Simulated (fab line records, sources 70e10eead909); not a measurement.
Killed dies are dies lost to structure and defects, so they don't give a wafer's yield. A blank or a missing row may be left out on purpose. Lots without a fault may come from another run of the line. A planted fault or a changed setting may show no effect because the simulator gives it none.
fab line records | flow nand_harc
record lots=5 wafers=15 last_day=24
route steps=1159 shown A_CONTACT@938 END@1159
lots that met no fault: from a run of the same line without faults
start_h: hours from the record's first day to the start of the lot's first wafer shown | wait_h: hours since the lot's step before | " the same as in the row above | L1.1+2: a row that stands for several wafers | - no value, or no start given | * or withheld: withheld | < > ~ a bound
route shown NAME@n: a module of which the file shows steps, and the number in the route of the first | usual: mean/standard deviation of fault-free wafers | same: alike in all rows | chamber/n: place in a boat | sites: the reading at each site | _std_site: their standard deviation | _edge_site: outer sites' mean less inner sites' | radius_mm: how far each site lies from the wafer's centre | mask NAME#n: copy n | behind: the tool/chamber that last shaped the wafer | hold: why the lot was held/for how many hours/how that ended | device: the transistor (n, p or np) that didn't switch | end of line: the same wafers' tests at the end of the route | a step without rows: its recipe alone | killed: dies lost to structure and defects at the first sort, not the wafer's yield | map: a wafer's dies, x killed, . not, _ none there
set.NAME: the setting as run; set.NAME@STEP: as run at that earlier step | model.NAME: the simulator's own value behind a step, which no gauge read
lots at some steps of the route; a table a step, a row a wafer
services: from which hour (start_h, from the record's first day; less than 0 if before it) a tool's chamber was out of use, for how many hours, and why
## steps
# step NHARC_A_CONTACT_DESCUM_13
# recipe time_s=3 o2_flow_sccm=200 ar_flow_sccm=0 bias_power_w=0 chemistry=O2
# step NHARC_A_CONTACT_ETCH_88
# recipe target_depth_a=390 over_etch_frac=0.3 time_s=65 ion_energy_ev=80 cf4_flow_sccm=150 ar_flow_sccm=0 rf_w=300 bias_w=100 chemistry=CF4
# usual chamber_pressure_mTorr=50.00/0.05 drypump_motor_current_A=5.9/0.51 oes_product_au=1.001/0.0094 rf_vpp_V=150.9/1.2 run_length_s=86.2/0.38 showerhead_plenum_p_Torr=1.74/0.072 throttle_valve_pct=13.285/0.009
# columns lot.wafer tool chamber start_h wait_h chamber_pressure_mTorr drypump_motor_current_A oes_product_au rf_hours_counter_h rf_vpp_V run_length_s showerhead_plenum_p_Torr throttle_valve_pct
L471.3 rie_diel-10 2 399.06 0.2 50.04 5.0 0.995 14 149.0 86.5 1.70 13.283
L471.1 " 0 " " 50.03 5.7 0.987 14 150.3 86.6 1.69 13.278
L471.5 " 1 " " 49.96 5.4 1.003 - 151.1 86.0 1.84 13.284
L478.4 rie_diel-10 3 434.05 0.1 49.91 5.8 0.994 27 150.1 86.5 1.74 13.274
L478.3 " 1 " " 50.02 5.4 1.001 23 151.5 86.0 1.84 13.275
L478.6 " 2 " " 49.98 5.0 0.985 - 150.8 86.4 1.69 13.295
L486.4 rie_diel-12 2 503.48 0.1 49.95 6.3 0.980 22 153.0 86.2 1.87 13.294
L486.2 " 3 " " 50.00 5.3 1.002 22 152.1 85.7 1.81 13.288
L486.3 " 0 " " 50.02 5.5 0.999 21 151.2 85.9 1.64 13.292
L490.4 rie_diel-12 1 516.90 0.1 50.01 6.6 0.994 23 151.4 86.0 1.72 13.281
L490.6 " 1 " " 50.02 6.6 0.985 - 151.1 86.6 1.72 13.298
L490.5 " 2 " " 49.97 6.3 0.997 - 154.7 86.4 1.87 13.294
L492.4 rie_diel-12 3 528.76 0.1 49.95 5.3 1.023 28 152.8 85.9 1.81 13.274
L492.2 " 0 " " 49.96 5.5 1.003 28 149.7 85.9 1.64 13.261
L492.6 " 3 " " 49.98 5.3 1.004 - 150.9 85.7 1.81 13.285
# step NHARC_A_CONTACT_ETCH_89
# recipe target_depth_a=2600 over_etch_frac=0.3 time_s=475.3 ion_energy_ev=200 n2_flow_sccm=150 h2_flow_sccm=150 ar_flow_sccm=0 rf_w=400 bias_w=150 chemistry=N2/H2
# usual chamber_pressure_mTorr=30.00/0.032 drypump_motor_current_A=5.9/0.5 oes_product_au=1.002/0.0096 rf_vpp_V=429.6/2.7 run_length_s=496.5/0.4 showerhead_plenum_p_Torr=2.01/0.092 throttle_valve_pct=14.173/0.0096
# columns lot.wafer tool chamber start_h wait_h chamber_pressure_mTorr drypump_motor_current_A oes_product_au rf_hours_counter_h rf_vpp_V run_length_s showerhead_plenum_p_Torr throttle_valve_pct
L471.1 rie_diel-10 2 - - 29.99 5.0 0.993 14 426.5 496.6 1.95 14.173
L471.3 " 3 " " 29.95 5.9 1.013 13 429.7 496.9 2.00 14.178
L471.5 " 1 " " 29.99 5.4 1.006 - 433.1 496.7 2.13 14.162
L478.4 rie_diel-10 0 - - 29.94 5.7 0.991 28 427.3 497.1 1.94 14.176
L478.3 " 2 " " 30.05 5.1 0.993 26 428.0 496.5 1.94 14.166
L478.6 " 1 " " 29.99 5.4 1.000 - 434.5 496.4 2.13 14.163
L486.2 rie_diel-12 3 - - 29.99 5.4 1.010 22 432.0 496.1 2.10 14.169
L486.3 " 0 " " 29.97 5.5 1.001 21 424.1 496.5 1.87 14.180
L486.4 " 1 " " 29.94 6.6 1.009 22 429.0 496.6 1.98 14.155
L490.4 rie_diel-12 1 - - 29.98 6.6 1.004 23 428.5 496.3 1.98 14.158
L490.5 " 0 " " 30.03 5.5 1.007 - 425.5 496.7 1.87 14.176
L490.6 " 1 " " 30.02 6.6 0.992 - 427.0 496.4 1.98 14.161
L492.2 rie_diel-12 0 - - 30.05 5.5 1.000 28 426.3 496.3 1.87 14.164
L492.4 " 1 " " 29.97 6.6 0.999 28 427.7 496.4 1.97 14.174
L492.6 " 1 " " 29.97 6.6 0.992 - 429.3 496.5 1.97 14.161
# step NHARC_A_CONTACT_ETCH_30
# recipe target_depth_a=605 time_s=30.2 cf4_flow_sccm=100 chf3_flow_sccm=30 ar_flow_sccm=0 rf_w=500 bias_w=200 chemistry=CF4/CHF3
# step NHARC_A_CONTACT_ETCH_31
# recipe target_depth_a=20000 over_etch_frac=0.3 time_s=520 ion_energy_ev=150 o2_flow_sccm=400 cos_flow_sccm=20 ar_flow_sccm=0 rf_w=500 bias_w=300 chemistry=O2/COS
# step NHARC_A_CONTACT_ETCH_134
# recipe source_w=withheld pressure_mtorr=20 bias_v=withheld time_s=140 target_depth_a=7000 ar_flow_sccm=withheld c4f8_flow_sccm=withheld o2_flow_sccm=withheld chemistry=C4F8/O2/Ar
# usual chamber_pressure_mTorr=20.002/0.019 run_length_s=141.4/0.4
# columns lot.wafer tool chamber start_h wait_h chamber_pressure_mTorr rf_hours_counter_h run_length_s
L471.1 har_cap_etch-03 1 399.98 - 19.999 90 141.8
L471.3 " 1 " " 20.008 - 141.6
L471.5 " 0 " " 20.006 - 141.5
L478.3 har_cap_etch-01 0 436.42 - 19.981 - 140.6
L478.4 " 1 " " 20.025 - 141.2
L478.6 " 1 " " 20.002 - 141.1
L486.2 har_cap_etch-02 1 504.46 - 20.013 31 141.2
L486.4 " 0 " " 19.995 - 141.8
L486.3 " 1 " " 20.008 - 141.9
L490.4 har_cap_etch-03 1 517.91 - 19.998 - 142.1
L490.6 " 0 " " 19.977 - 141.7
L490.5 " 1 " " 19.933 - 141.5
L492.2 har_cap_etch-03 1 529.70 - 19.976 115 142.0
L492.4 " 0 " " 20.013 - 141.8
L492.6 " 1 " " 20.004 - 141.5
# step NHARC_A_CONTACT_ETCH_135
# recipe source_w=withheld pressure_mtorr=20 bias_v=3000 time_s=132 target_depth_a=12870 ar_flow_sccm=withheld c4f8_flow_sccm=withheld o2_flow_sccm=withheld chemistry=C4F8/O2/Ar
# step NHARC_A_CONTACT_ETCH_136
# recipe source_w=withheld pressure_mtorr=20 bias_v=3000 time_s=132 target_depth_a=12870 ar_flow_sccm=withheld c4f8_flow_sccm=withheld o2_flow_sccm=withheld chemistry=C4F8/O2/Ar
# usual chamber_pressure_mTorr=20.000/0.022 run_length_s=132/0
# columns lot.wafer tool chamber start_h wait_h chamber_pressure_mTorr rf_hours_counter_h run_length_s
L471.1 har_cap_etch-03 1 400.30 0.1 19.994 90 132
L471.3 " 1 " " 19.984 - 132
L471.5 " 0 " " 19.985 - 132
L478.3 har_cap_etch-01 0 436.72 0.1 20.029 - 132
L478.4 " 1 " " 20.012 - 132
L478.6 " 1 " " 20.029 - 132
L486.2 har_cap_etch-02 1 504.77 0.1 19.958 31 132
L486.4 " 0 " " 19.990 - 132
L486.3 " 1 " " 19.981 - 132
L490.4 har_cap_etch-03 1 518.19 0.1 19.986 - 132
L490.6 " 0 " " 20.032 - 132
L490.5 " 1 " " 19.982 - 132
L492.2 har_cap_etch-03 1 530.01 0.1 19.997 115 132
L492.4 " 0 " " 20.017 - 132
L492.6 " 1 " " 19.987 - 132
# step NHARC_A_CONTACT_ETCH_137
# recipe source_w=withheld pressure_mtorr=20 bias_v=3000 time_s=132 target_depth_a=12870 ar_flow_sccm=withheld c4f8_flow_sccm=withheld o2_flow_sccm=withheld chemistry=C4F8/O2/Ar
# step NHARC_A_CONTACT_ETCH_138
# recipe source_w=withheld pressure_mtorr=20 bias_v=3000 time_s=132 target_depth_a=12890 ar_flow_sccm=withheld c4f8_flow_sccm=withheld o2_flow_sccm=withheld chemistry=C4F8/O2/Ar
# step NHARC_A_CONTACT_ETCH_139
# recipe source_w=withheld pressure_mtorr=20 bias_v=400 time_s=137 target_depth_a=5900 ar_flow_sccm=withheld c4f8_flow_sccm=11.5 o2_flow_sccm=7.2 chemistry=C4F8/O2/Ar
# usual chamber_pressure_mTorr=20.002/0.017 run_length_s=168.4/0.38
# columns lot.wafer tool chamber start_h wait_h chamber_pressure_mTorr rf_hours_counter_h run_length_s
L471.1 har_cap_etch-03 1 400.67 0.1 20.012 90 168.4
L471.3 " 1 " " 20.006 - 169.0
L471.5 " 0 " " 20.012 - 169.0
L478.3 har_cap_etch-01 0 437.12 0.1 20.006 - 168.1
L478.4 " 1 " " 20.002 - 168.8
L478.6 " 1 " " 20.030 - 168.6
L486.2 har_cap_etch-02 1 505.16 0.1 19.989 32 168.8
L486.4 " 0 " " 20.013 - 168.1
L486.3 " 1 " " 19.997 - 168.2
L490.4 har_cap_etch-03 1 518.61 0.2 20.034 - 168.3
L490.6 " 0 " " 19.976 - 168.8
L490.5 " 1 " " 19.999 - 168.3
L492.2 har_cap_etch-03 1 530.40 0.1 19.976 115 168.6
L492.4 " 0 " " 19.966 - 168.8
L492.6 " 1 " " 19.987 - 168.4
# step NHARC_A_CONTACT_ETCH_92
# recipe target_depth_a=400 over_etch_frac=0.5 time_s=85.7 ion_energy_ev=120 ch3f_flow_sccm=50 o2_flow_sccm=30 ar_flow_sccm=200 rf_w=500 bias_w=100 chemistry=CH3F/O2
# step NHARC_A_CONTACT_ETCH_98
# recipe target_depth_a=200 over_etch_frac=0.5 time_s=10 ion_energy_ev=250 c4f6_flow_sccm=25 o2_flow_sccm=20 ar_flow_sccm=500 rf_w=600 bias_w=500 chemistry=C4F6/O2
# usual chamber_pressure_mTorr=29.996/0.025 drypump_motor_current_A=5.9/0.52 oes_product_au=0.963/0.019 rf_vpp_V=546/3.6 run_length_s=31.00/0.29 showerhead_plenum_p_Torr=3.89/0.17 throttle_valve_pct=26.903/0.0091
# columns lot.wafer tool chamber start_h wait_h chamber_pressure_mTorr drypump_motor_current_A oes_product_au rf_hours_counter_h rf_vpp_V run_length_s showerhead_plenum_p_Torr throttle_valve_pct
L471.1 rie_diel-12 0 401.21 - 29.980 5.5 0.949 2 542 30.58 3.65 26.906
L471.3 " 1 " " 29.980 6.7 0.944 2 546 30.70 3.83 26.897
L471.5 " 2 " " 30.003 6.3 0.942 - 551 31.16 4.15 26.902
L478.3 rie_diel-12 0 437.58 - 29.948 5.5 0.965 10 541 27.67 3.65 26.909
L478.4 " 1 " " 29.970 6.6 0.949 10 545 30.94 3.82 26.913
L478.6 " 0 " " 29.983 5.5 0.952 - 541 27.62 3.65 26.898
L486.3 rie_diel-12 2 505.66 - 29.991 6.3 0.933 23 551 31.16 4.14 26.897
L486.4 " 3 " " 30.010 5.4 0.934 23 548 30.64 4.02 26.901
L486.2 " 0 " " 30.012 5.5 0.960 22 541 30.93 3.64 26.897
L490.4 rie_diel-10 3 519.04 - 30.012 5.8 1.003 57 544 31.19 3.84 26.896
L490.6 " 2 " " 29.958 5.0 0.992 - 543 30.99 3.74 26.898
L490.5 " 3 " " 30.023 5.8 0.992 - 544 30.96 3.84 26.899
L492.4 rie_diel-12 2 530.92 - 30.002 6.3 0.955 29 551 31.14 4.14 26.897
L492.2 " 3 " " 29.991 5.4 0.974 29 550 30.76 4.01 26.911
L492.6 " 1 " " 30.007 6.6 0.952 - 547 30.91 3.81 26.906
# step NHARC_A_CONTACT_CD_MEAS_15
# usual cd_nm=90.1/0.59
# columns lot.wafer tool chamber start_h wait_h cd_nm
L471.1 cd_sem-03 - 401.29 - 89.8
L471.3 " - " " 90.5
L471.5 " - " " 90.1
L478.3 cd_sem-01 - 437.67 - 90.8
L478.4 " - " " 90.7
L478.6 " - " " 90.1
L486.2 cd_sem-03 - 505.74 - 89.4
L486.3 " - " " 89.6
L486.4 " - " " 89.2
L490.4 cd_sem-02 - 519.14 - 89.1
L490.5 " - " " 88.4
L490.6 " - " " 88.8
L492.2 cd_sem-02 - 530.99 - 88.7
L492.4 " - " " 90.1
L492.6 " - " " 90.1
# step NHARC_END_SORT_01
# recipe temp_c=25
# usual killed_at_array=27/8 killed_at_other=0.8/1.2 killed_at_periphery=3.3/2.3 killed_dies=31/8.8 killed_open=3.2/2.1 killed_short=2.1/1.4
# same gross_dies=677
# columns lot.wafer tool chamber start_h wait_h killed_at_array killed_at_other killed_at_periphery killed_dies killed_open killed_short
L478.3 prober-02 0 495.59 3.1 252 0 2 254 3 1
L478.6 prober-02 0 498.01 4.0 250 2 2 254 5 3
# killed by level:class
L478.3 A_CONTACT:area_etch=221 A_CHANNEL_HOLE_D1:chamber_film_flake=13 A_CONTACT:chamber_film_flake=8 A_CHANNEL_FILL_D1:chamber_film_flake=2 A_STAIRCASE:chamber_film_flake=2 A_WL_FILL:chamber_film_flake=2 P_CONTACT:geometric_particle:open=1 A_CHANNEL_FILL_D1:geometric_particle:open=1
L478.6 A_CONTACT:area_etch=208 A_CHANNEL_HOLE_D1:chamber_film_flake=26 A_WL_FILL:chamber_film_flake=3 A_M0:geometric_particle:short=2 A_M1:geometric_particle:open=2 A_CHANNEL_FILL_D1:chamber_film_flake=2 A_STAIRCASE:chamber_film_flake=2 A_CONTACT:chamber_film_flake=2
# map L478.3 (x killed, . not)
____________.____________
_________.....x._________
_______....x.x...._______
______...x....xx...______
_____..xx.xxx..x..x._____
____....x.x.x....x...____
____.xx...xx..x..x...____
___.xx.x...x..xxx...x.___
___.x..x.xx.xx..xx....___
__...x.x..xx.x.x.x..x..__
__....x...xx.xxx..xxx..__
_....x..xxxxxx.x..x....._
_...xxxx..x.xxx.xxx..x.._
_...xx.xxx..x.xxxx.xx..._
_....x..x..xxxxx..xx.x.._
_.xxxxx..x.x.xx..xxxx..._
..x.x..xx..xxxxxxx..x.x..
x.x..xx.xxxx.xxx..xxx....
.......x.xx.....xx.x.....
..xx.x.xxx.xxxxxx.x...x..
.....xx...xxx.x.x.x...x..
_.xx.xx.x.x.xxx.xxx.x..._
_.x.x.x..xxxxxxx.xxxx..._
_....xxx....xxx.x......._
_.....x..xxx..xxx......._
_........x.xx....x..x.x._
__.xxx...xxxxx.x.......__
__xxxxxxx.xx.xx.x......__
___x.....x.xxx.x...x..___
___xxx....x.....x.....___
____x..x......x......____
____x.........x......____
_____.x............._____
______.............______
_______..........._______
_________......._________
____________.____________
# map L471.3 (x killed, . not)
____________.____________
_________......._________
_______..........._______
______.............______
_____..............._____
____x................____
____.................____
___...................___
___...................___
__.........x...........__
__x....................__
_......................._
_............x.........._
_......................._
_...............x......._
_......................._
.........................
.............x...x.......
..............x.x........
...............xx........
..............xxx........
_.....x......xx........._
_..............x........_
_............x..x......._
_x......................_
_......................._
__..........x..........__
__.....................__
___x....x.......x.....___
___.x.................___
____x.....x..........____
____.......x.........____
_____..............._____
______.............______
_______..........._______
_________......._________
____________.____________
## services
# columns tool chamber start_h hours kind
rie_diel-12 - 379.40 9.0 pm
rie_diel-12 0 379.40 9.0 vent_cycle
rie_diel-12 1 379.40 9.0 vent_cycle
rie_diel-12 2 379.40 9.0 vent_cycle
rie_diel-12 3 379.40 9.0 vent_cycle
rie_diel-10 1 387.50 7.1 repair
rie_diel-12 0 388.40 - clean
rie_diel-12 1 388.40 - clean
rie_diel-12 2 388.40 - clean
rie_diel-12 3 388.40 - clean
rie_diel-10 3 401.02 1.2 repair
rie_diel-12 0 412.90 - clean
rie_diel-12 1 412.90 - clean
rie_diel-12 2 412.90 - clean
rie_diel-12 3 412.90 - clean
rie_diel-10 1 425.89 3.1 repair
rie_diel-12 0 437.40 - clean
rie_diel-12 1 437.40 - clean
rie_diel-12 2 437.40 - clean
rie_diel-10 - 441.10 0.4 repair
rie_diel-10 - 477.16 0.5 repair
rie_diel-10 3 488.32 7.0 repair
har_cap_etch-01 - 494.26 0.7 repair
rie_diel-10 1 494.55 10.0 repair
## key
first_sign step=NHARC_A_CONTACT_ETCH_98 reading=run_length_s direction=down sigmas=12 usual=* struck=*
effect step=NHARC_END_SORT_01 reading=killed_at_array direction=up sigmas=28 usual=27 struck=251
more_kills_born_at NHARC_A_CONTACT_ETCH_98@rie_diel-12=429
met_at NHARC_A_CONTACT_ETCH_98
struck_wafers L478.3,L478.6
tester_left_out L478
onset_between 401.21 437.58
fault kind=process_parameter_drift tool=rie_diel-12 chamber=0 onset_h=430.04 steps=NHARC_A_CONTACT_ETCH_98 channel=time_s offset=* shape=step end_h=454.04 acts_in=* stated=*
# tester_left_out: of these lots the tester's yield and bins aren't shown, on N5 and GAA mostly nor the transistor test; their killed dies are dies lost to structure and defects alone, not to doping, threshold or leakage, so they don't give the yield
